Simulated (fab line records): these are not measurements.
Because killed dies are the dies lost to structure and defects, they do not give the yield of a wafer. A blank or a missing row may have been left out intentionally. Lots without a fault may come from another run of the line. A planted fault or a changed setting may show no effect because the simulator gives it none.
Chamber matching | flow n5-finfet | N5_FIN_SAQP_STRIP_55 on rie-diel-03 has 3 sister chambers
The step strips in N2/H2. 16 wafers are shown with their chamber, then 8 later ones without.

== WAFERS WITH THEIR CHAMBER ==
wafer  | chamber | drypump-motor-current-A (A) | showerhead-plenum-p-Torr (Torr) | throttle-valve-pct (%)
L078.1 | 2       | 5.2                         | 3.32                            | 18.79
L078.3 | 1       | 6.1                         | 3.34                            | 18.82
L078.6 | 2       | 5.2                         | 3.32                            | 18.82
L079.2 | 2       | 5.2                         | 3.32                            | 18.81
L079.3 | 0       | 6.1                         | 3.50                            | 18.96
L079.6 | 0       | 6.2                         | 3.50                            | 18.99
L086.1 | 2       | 5.2                         | 3.31                            | 18.84
L086.2 | 1       | 6.1                         | 3.33                            | 18.88
L086.6 | 0       | 6.2                         | 3.49                            | 19.00
L087.4 | 2       | 5.2                         | 3.31                            | 18.87
L087.5 | 1       | 6.1                         | 3.33                            | 18.91
L087.6 | 0       | 6.2                         | 3.49                            | 19.00
L093.3 | 1       | 6.1                         | 3.32                            | 18.91
L093.5 | 2       | 5.2                         | 3.30                            | 18.89
L093.6 | 1       | 6.1                         | 3.32                            | 18.92
L094.1 | 0       | 6.2                         | 3.47                            | 19.04

SIGNATURES (means of the wafers above)
reading                  | chamber 0 | chamber 1 | chamber 2 | scatter within a chamber
drypump-motor-current-A  | 6.180     | 6.100     | 5.200     | 0.0248
showerhead-plenum-p-Torr | 3.4900    | 3.3280    | 3.3133    | 0.00966
throttle-valve-pct       | 18.9980   | 18.8880   | 18.8367   | 0.0363
Rule: a wafer's distance from a chamber is the root of the sum, over the readings, of the square of ((its reading less the chamber's mean) divided by the reading's scatter). The wafer belongs to the nearest chamber; if the next one is less than 2 further off, it can't be placed. The scatter: take each reading less its chamber's mean, square it, sum over the shown wafers, divide by the number of wafers less the number of chambers, and take the root.

== WAFERS WHOSE CHAMBER IS MISSING ==
wafer  | drypump-motor-current-A (A) | showerhead-plenum-p-Torr (Torr) | throttle-valve-pct (%)
L094.4 | 6.1                         | 3.32                            | 18.91
L094.5 | 6.2                         | 3.47                            | 19.03
L096.2 | 6.2                         | 3.47                            | 19.07
L096.5 | 6.2                         | 3.47                            | 19.06
L096.6 | 6.1                         | 3.32                            | 18.96
L097.1 | 6.1                         | 3.32                            | 18.91
L097.3 | 6.2                         | 3.47                            | 19.05
L097.6 | 5.2                         | 3.29                            | 18.91

== WHICH CHAMBER EACH WENT THROUGH ==
wafer  | from the rows above | in truth
L094.4 | 1                   | 1
L094.5 | 0                   | 0
L096.2 | 0                   | 0
L096.5 | 0                   | 0
L096.6 | 1                   | 1
L097.1 | 1                   | 1
L097.3 | 0                   | 0
L097.6 | 2                   | 2
Correct placement for 8 of the 8. Not placeable from these rows: 0. Wrongly placed: 0.
